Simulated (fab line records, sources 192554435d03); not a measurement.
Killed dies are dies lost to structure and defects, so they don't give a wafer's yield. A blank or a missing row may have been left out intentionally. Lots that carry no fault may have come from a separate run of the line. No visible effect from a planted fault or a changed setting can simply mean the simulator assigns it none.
fab line records	flow n5Finfet
record lots=5	wafers=15	lastDay=17
route steps=1938 shown BEOL_M15@1807
lots untouched by any fault: they come from a run of this same line in which no faults occurred
startH: start of the lot's first displayed wafer, in hours after the record's first day	waitH: hours elapsed since this lot's preceding step	" same as the row above	L1.1+2: several wafers, shown together as one row	- no value, or no start given	* or withheld: withheld	< > ~ a bound
route shown NAME@n: a module of which the file shows steps, and the number in the route of the first	usual: mean/standard deviation taken from wafers without a fault	same: alike in all rows	chamber/n: place in a boat	sites: the reading at each site	_std_site: their standard deviation	_edge_site: outer sites' mean less inner sites'	radiusMm: how far each site lies from the wafer's centre	mask NAME#n: copy n	behind: tool/chamber where the wafer was last shaped	hold: the reason the lot was held/the length of the hold in hours/how it ended	device: the n, p or np transistor that did not switch	end of line: the same wafers' tests at the end of the route	a step with no rows: only its recipe	killed: dies lost to structure and defects at the first sort, not the wafer's yield	map: a wafer's dies, marking killed ones x, the rest . and places with no die _
set.NAME: setting as actually run; set.NAME@STEP: the setting as run at that earlier step	model.NAME: the simulator's own value behind a step, which no gauge read
lots seen at some steps along the route; tables by step, rows by wafer
services: a tool's chamber out of use, with start hour (startH, from the record's first day; less than 0 if before it), hours out, and reason
## steps
# step N5_BEOL_M15_DESCUM_33
# recipe chemistry=O2	timeS=7.9	sourcePowerW=50	biasPowerW=20	pressureMtorr=20	rfFrequencyHz=2.712e+07	tempC=40	o2FlowSccm=225
# usual chamberPressureMTorr=19.999/0.018	drypumpMotorCurrentA=5.9/0.4	oesProductAu=0.82/0.064	rfVppV=243.4/1.3	showerheadPlenumPTorr=2.11/0.068	throttleValvePct=20.34/0.18
# same timeS=7.9
lot.wafer	tool	chamber	startH	waitH	chamberPressureMTorr	drypumpMotorCurrentA	oesProductAu	rfHoursCounterH	rfVppV	showerheadPlenumPTorr	throttleValvePct
L944.1	rieDiel-06	2	256.97	0.1	19.991	5.3	0.85	64	242.5	2.13	20.42
L944.3	"	3	"	"	19.995	5.8	0.80	107	244.4	2.20	20.22
L944.6	"	3	"	"	19.985	5.8	0.80	-	243.9	2.20	20.20
L948.1	rieDiel-03	0	290.53	0.0	20.000	6.7	0.83	57	242.7	2.04	20.35
L948.5	"	0	"	"	20.015	6.7	0.83	-	241.9	2.04	20.36
L948.6	"	1	"	"	19.979	6.0	0.71	-	245.3	2.17	20.72
L960.1	rieDiel-06	2	366.11	0.0	20.011	5.2	0.82	94	242.9	2.12	20.46
L960.3	"	1	"	"	19.997	6.1	0.83	76	244.0	2.12	20.17
L960.5	"	0	"	"	20.005	6.0	0.89	-	241.1	2.04	20.31
L963.3	rieDiel-06	3	373.47	0.0	20.039	5.8	0.78	141	243.9	2.19	20.27
L963.4	"	2	"	"	20.039	5.2	0.81	97	242.9	2.12	20.49
L963.5	"	2	"	"	20.016	5.2	0.80	-	244.6	2.12	20.47
L964.1	rieDiel-03	1	391.39	0.0	19.999	5.9	0.69	227	244.4	2.16	20.73
L964.4	"	3	"	"	19.993	5.3	0.84	55	241.5	2.03	20.46
L964.6	"	0	"	"	20.010	6.6	0.80	-	242.8	2.03	20.40
# step N5_BEOL_M15_ETCH_61
# recipe chemistry=N2/H2	target=BARC	targetDepthA=890	overetchA=267	timeS=67.9	ionEnergyEv=200	pressureMtorr=30	sourceW=840	biasW=150	n2FlowSccm=200	h2FlowSccm=200
# step N5_BEOL_M15_TRENCH_ETCH_34
# recipe chemistry=C4F8/O2/Ar	target=SiO2	targetDepthA=8729.3	heInnerTorr=15	heOuterTorr=30	timeS=199	ionEnergyEv=800	pressureMtorr=20	sourceW=1905	biasW=2040	Ar_flow_sccm=400	C4F8_flow_sccm=16	O2_flow_sccm=12
# step N5_BEOL_M15_STRIP_36
# recipe chemistry=O2	powerW=600	tempC=60	pressureMtorr=30	rfFrequencyHz=6e+07	biasPowerW=0	overashFraction=0.3	o2FlowSccm=225
# usual chamberPressureMTorr=30.00/0.052	drypumpMotorCurrentA=5.9/0.41	oesProductAu=0.81/0.073	rfVppV=3.8/0.95	showerheadPlenumPTorr=2.12/0.077	throttleValvePct=16.61/0.21
lot.wafer	tool	chamber	startH	waitH	chamberPressureMTorr	drypumpMotorCurrentA	oesProductAu	rfHoursCounterH	rfVppV	showerheadPlenumPTorr	throttleValvePct
L944.1	rieDiel-06	2	260.12	2.9	30.03	5.2	0.87	64	4.1	2.13	16.65
L944.3	"	2	"	"	29.98	5.2	0.85	-	2.7	2.13	16.65
L944.6	"	2	"	"	30.02	5.2	0.85	-	2.9	2.13	16.63
L948.1	rieDiel-03	0	290.85	0.0	30.03	6.7	0.84	57	3.4	2.04	16.58
L948.5	"	3	"	"	29.90	5.4	0.90	-	4.1	2.05	16.61
L948.6	"	2	"	"	29.95	5.3	0.74	-	2.8	2.00	16.83
L960.1	rieDiel-02	0	366.43	0.0	29.91	6.0	0.77	130	4.3	2.19	16.45
L960.3	"	1	"	"	30.04	6.2	0.70	212	3.8	2.16	16.50
L960.5	"	3	"	"	29.98	5.6	0.86	-	2.8	2.22	16.60
L963.3	rieDiel-06	2	373.79	0.0	30.03	5.2	0.81	97	4.3	2.12	16.69
L963.4	"	0	"	"	30.06	5.9	0.89	42	2.9	2.05	16.53
L963.5	"	0	"	"	30.09	5.9	0.90	-	4.0	2.05	16.52
L964.1	rieDiel-06	0	393.05	1.4	30.03	6.0	0.87	49	5.2	2.05	16.54
L964.4	"	1	"	"	30.04	6.2	0.81	85	2.9	2.12	16.45
L964.6	"	2	"	"	29.95	5.2	0.80	-	2.3	2.12	16.67
# step N5_BEOL_M15_STRIP_62
# recipe chemistry=O2	powerW=600	tempC=60	pressureMtorr=30	rfFrequencyHz=6e+07	biasPowerW=0	overashFraction=0.3	o2FlowSccm=225
# usual chamberPressureMTorr=30.000/0.027	drypumpMotorCurrentA=5.9/0.41	oesProductAu=0.81/0.072	rfVppV=3.7/0.48	showerheadPlenumPTorr=2.12/0.077	throttleValvePct=16.61/0.21
lot.wafer	tool	chamber	startH	waitH	chamberPressureMTorr	drypumpMotorCurrentA	oesProductAu	rfHoursCounterH	rfVppV	showerheadPlenumPTorr	throttleValvePct
L944.1	rieDiel-06	2	-	-	30.006	5.2	0.85	64	3.8	2.13	16.62
L944.3	"	2	"	"	30.052	5.2	0.86	-	3.8	2.13	16.62
L944.6	"	2	"	"	30.020	5.2	0.84	-	4.1	2.13	16.63
L948.1	rieDiel-03	0	-	-	30.001	6.6	0.84	57	4.4	2.04	16.59
L948.5	"	3	"	"	29.996	5.3	0.89	-	3.5	2.05	16.61
L948.6	"	2	"	"	29.970	5.3	0.73	-	4.0	2.00	16.82
L960.1	rieDiel-02	0	-	-	29.972	6.0	0.77	130	4.1	2.19	16.45
L960.3	"	1	"	"	29.946	6.2	0.70	212	3.0	2.16	16.51
L960.5	"	3	"	"	29.967	5.5	0.85	-	3.9	2.22	16.59
L963.3	rieDiel-06	2	-	-	29.994	5.2	0.81	97	2.8	2.12	16.68
L963.4	"	0	"	"	30.029	6.0	0.88	42	3.8	2.05	16.50
L963.5	"	0	"	"	30.025	6.0	0.88	-	3.9	2.05	16.51
L964.1	rieDiel-06	0	-	-	30.006	5.9	0.88	49	3.4	2.05	16.53
L964.4	"	1	"	"	30.005	6.1	0.81	85	4.2	2.12	16.43
L964.6	"	2	"	"	30.003	5.2	0.80	-	3.6	2.12	16.70
# step N5_BEOL_M15_STRIP_37
# recipe chemistry=O2	powerW=600	tempC=60	pressureMtorr=30	rfFrequencyHz=6e+07	biasPowerW=0	overashFraction=0.3	o2FlowSccm=225
# step N5_BEOL_M15_ETCH_38
# recipe chemistry=CF4/N2	target=SiCN	targetDepthA=1064	taperDeg=2	timeS=120.5	ionEnergyEv=150	maskMaterial=SiO2	pressureMtorr=40	sourceW=430	biasW=70	Ar_flow_sccm=100	cf4FlowSccm=60	n2FlowSccm=60
# step N5_BEOL_M15_PRECLEAN_39
# recipe chemistry=residueRemover	timeS=60	tempC=40
# step N5_BEOL_M15_SRD_40
# recipe timeS=30	tempC=23	rinseLiquid=diw	dry=n2Spin	spinRpm=1500	dryTimeS=30
# step N5_BEOL_M15_DEGAS_41
# recipe ambient=vacuum	tempC=300	timeS=60
# usual heaterPowerW=454/51
# same timeS=60
lot.wafer	tool	chamber	startH	waitH	heaterPowerW
L944.1	pvdSputter-03	-	261.13	0.6	477
L944.3	"	-	"	"	418
L944.6	"	-	"	"	455
L948.1	pvdSputter-02	-	291.93	0.8	437
L948.5	"	-	"	"	428
L948.6	"	-	"	"	457
L960.1	pvdSputter-03	-	367.28	0.5	413
L960.3	"	-	"	"	468
L960.5	"	-	"	"	463
L963.3	pvdSputter-01	-	374.85	0.7	449
L963.4	"	-	"	"	510
L963.5	"	-	"	"	518
L964.1	pvdSputter-01	-	393.93	0.6	454
L964.4	"	-	"	"	497
L964.6	"	-	"	"	444
# step N5_BEOL_M15_PRE_CLEAN_42
# recipe gas=H2/He	timeS=30	tempC=300
# step N5_BEOL_M15_SPUTTER_43
# recipe material=TaN	targetThkA=150	tempC=50	biasV=168.6	powerW=15000	chamberPressurePa=0.12	timeS=24.19
# usual cathodeDcPowerW=15000/2.8	throttleValvePct=29.8/1.4
# same timeS=24.19
lot.wafer	tool	chamber	startH	waitH	cathodeDcPowerW	throttleValvePct	model.TaN_of_BEOL_M15_SPUTTER_43.thkNm
L944.1	pvdSputter-03	-	261.21	0.0	15004	31.2	15.2
L944.3	"	-	"	"	15004	30.7	15.2
L944.6	"	-	"	"	15004	31.1	15
L948.1	pvdSputter-02	-	292.01	0.0	15002	30.7	14.6
L948.5	"	-	"	"	14997	31.0	14.8
L948.6	"	-	"	"	15003	29.8	15
L960.1	pvdSputter-03	-	367.36	0.0	20151	30.6	20.2
L960.3	"	-	"	"	14996	31.1	15
L960.5	"	-	"	"	14999	31.2	15
L963.3	pvdSputter-01	-	374.93	0.0	15004	27.7	14.8
L963.4	"	-	"	"	14999	30.7	14.8
L963.5	"	-	"	"	15000	30.2	14.8
L964.1	pvdSputter-01	-	394.01	0.0	14999	27.7	15
L964.4	"	-	"	"	14999	30.5	15
L964.6	"	-	"	"	14999	26.7	15.2
# step N5_BEOL_M15_SPUTTER_44
# recipe material=Ta	targetThkA=150	tempC=50	biasV=80	powerW=15000	chamberPressurePa=0.07	timeS=24.19
# step N5_BEOL_M15_SPUTTER_45
# recipe material=Cu	targetThkA=1000	tempC=-20	biasV=60	powerW=26000	chamberPressurePa=0.13	timeS=16.67
# usual cathodeDcPowerW=25999/4.8	chuckGasFlowSccm=1.26/0.053	throttleValvePct=29.8/1.4
# same timeS=16.67
lot.wafer	tool	chamber	startH	waitH	cathodeDcPowerW	chuckGasFlowSccm	throttleValvePct
L944.1	pvdSputter-03	-	261.37	0.0	25988	1.35	31.1
L944.3	"	-	"	"	26001	1.21	30.3
L944.6	"	-	"	"	26006	1.31	31.2
L948.1	pvdSputter-02	-	292.17	0.0	26003	1.25	30.8
L948.5	"	-	"	"	25995	1.31	30.9
L948.6	"	-	"	"	25998	1.32	29.5
L960.1	pvdSputter-03	-	367.52	0.0	25999	1.33	30.4
L960.3	"	-	"	"	25993	1.34	31.0
L960.5	"	-	"	"	25995	1.31	31.3
L963.3	pvdSputter-01	-	375.09	0.0	25991	1.27	27.6
L963.4	"	-	"	"	26005	1.27	30.3
L963.5	"	-	"	"	26003	1.30	30.3
L964.1	pvdSputter-01	-	394.17	0.0	25996	1.30	27.6
L964.4	"	-	"	"	25997	1.37	30.6
L964.6	"	-	"	"	26008	1.22	26.6
# step N5_BEOL_M15_ECD_47
# recipe material=Cu	targetThkA=18600
# step N5_BEOL_M15_ANNEAL_48
# recipe tempC=225	timeS=90	ambient=N2
# step N5_BEOL_M15_CMP_49
# recipe stopOn=SiO2	tOverpolishS=4.9	downForcePsi=2	platenRpm=80	clearingPlatenDownForcePsi=2	clearingPlatenRpm=80	postCmpClean=cuAlkaline	targetThkNm=850	clearingPlatenPadVelocityMS=1.5917	padVelocityMS=1.5917
# usual barrierFieldEndpointS=11.39/0.23	motorCurrentA=8.1/0.61	padLifeWafers=904/570
lot.wafer	tool	chamber	startH	waitH	barrierFieldEndpointS	motorCurrentA	padLifeWafers
L944.1	cmp-03	1	262.02	0.3	11.50	7.7	156
L944.3	"	2	"	"	11.16	8.3	157
L944.6	"	1	"	"	11.19	8.2	-
L948.1	cmp-02	3	292.94	0.4	11.22	8.3	1311
L948.6	"	0	"	"	11.37	9.0	-
L948.5	"	1	"	"	11.35	7.9	-
L960.3	cmp-04	3	368.27	0.2	11.68	8.5	596
L960.1	"	0	"	"	13.59	7.1	597
L960.5	"	2	"	"	11.28	8.5	-
L963.4	cmp-04	3	375.79	0.2	11.18	8.7	631
L963.3	"	1	"	"	11.06	7.2	633
L963.5	"	3	"	"	11.07	8.2	-
L964.1	cmp-02	3	395.33	0.3	11.36	8.2	139
L964.4	"	1	"	"	11.27	8.1	141
L964.6	"	3	"	"	11.78	8.3	-
# step N5_BEOL_M15_THK_MEAS_50
# recipe thkMeasGauge=xrf	reads=Cu_of_BEOL_M15_ECD_47
# usual M15_THK=842/14
lot.wafer	tool	chamber	startH	waitH	M15_THK[nm]
L944.1	filmMetro-01	-	262.32	-	835
L944.3	"	-	"	"	827
L944.6	"	-	"	"	830
L948.1	filmMetro-02	-	293.12	-	847
L948.5	"	-	"	"	857
L948.6	"	-	"	"	824
L960.1	filmMetro-02	-	368.49	-	832
L960.3	"	-	"	"	854
L960.5	"	-	"	"	849
L963.3	filmMetro-02	-	376.04	-	828
L963.4	"	-	"	"	827
L963.5	"	-	"	"	826
L964.1	filmMetro-01	-	395.59	-	820
L964.4	"	-	"	"	847
L964.6	"	-	"	"	849
## services
tool	chamber	startH	hours	kind
rieDiel-02	2	237.18	4.4	repair
cmp-03	-	238.32	4.0	pm
rieDiel-06	2	241.17	1.2	repair
rieDiel-06	3	259.63	4.8	repair
cmp-04	-	260.31	1.5	repair
rieDiel-06	-	298.79	0.8	repair
cmp-04	-	305.17	4.0	pm
cmp-03	-	305.80	0.5	repair
cmp-04	-	309.17	-	consumableReplace:conditioner
cmp-04	-	309.17	-	consumableReplace:pad
rieDiel-03	-	323.93	14.6	pm
rieDiel-06	2	325.16	13.6	repair
cmp-02	-	326.03	4.7	repair
cmp-02	-	333.06	0.6	repair
pvdSputter-03	-	335.59	1.7	repair
rieDiel-02	-	343.94	2.8	pm
cmp-04	-	369.55	4.7	pm
rieDiel-02	0	369.71	4.9	repair
rieDiel-02	-	375.07	4.3	pm
cmp-03	-	380.87	5.2	pm
rieDiel-02	2	381.56	-	clean
cmp-02	-	383.50	4.0	pm
cmp-03	-	386.10	10.6	pm
cmp-04	-	388.30	11.6	pm
## key
firstSign step=N5_BEOL_M15_SPUTTER_43	reading=cathodeDcPowerW	direction=up	sigmas=99+	usual=*	struck=*
effect step=N5_BEOL_M15_CMP_49	reading=barrierFieldEndpointS	direction=up	sigmas=9.5	usual=11.39	struck=13.59
modelEffect step=N5_BEOL_M15_SPUTTER_43	value=TaN_of_BEOL_M15_SPUTTER_43.thkNm	without=15	struck=20.2
metAt N5_BEOL_M15_SPUTTER_43
struckWafers L960.1
onsetBetween 261.21 367.36
fault kind=processParameterDrift	tool=pvdSputter-03	chamber=-	onsetH=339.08	steps=N5_BEOL_M15_SPUTTER_43	channel=powerW	offset=*	shape=step	endH=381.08	actsIn=*	stated=*	scope=struckWafersOnly
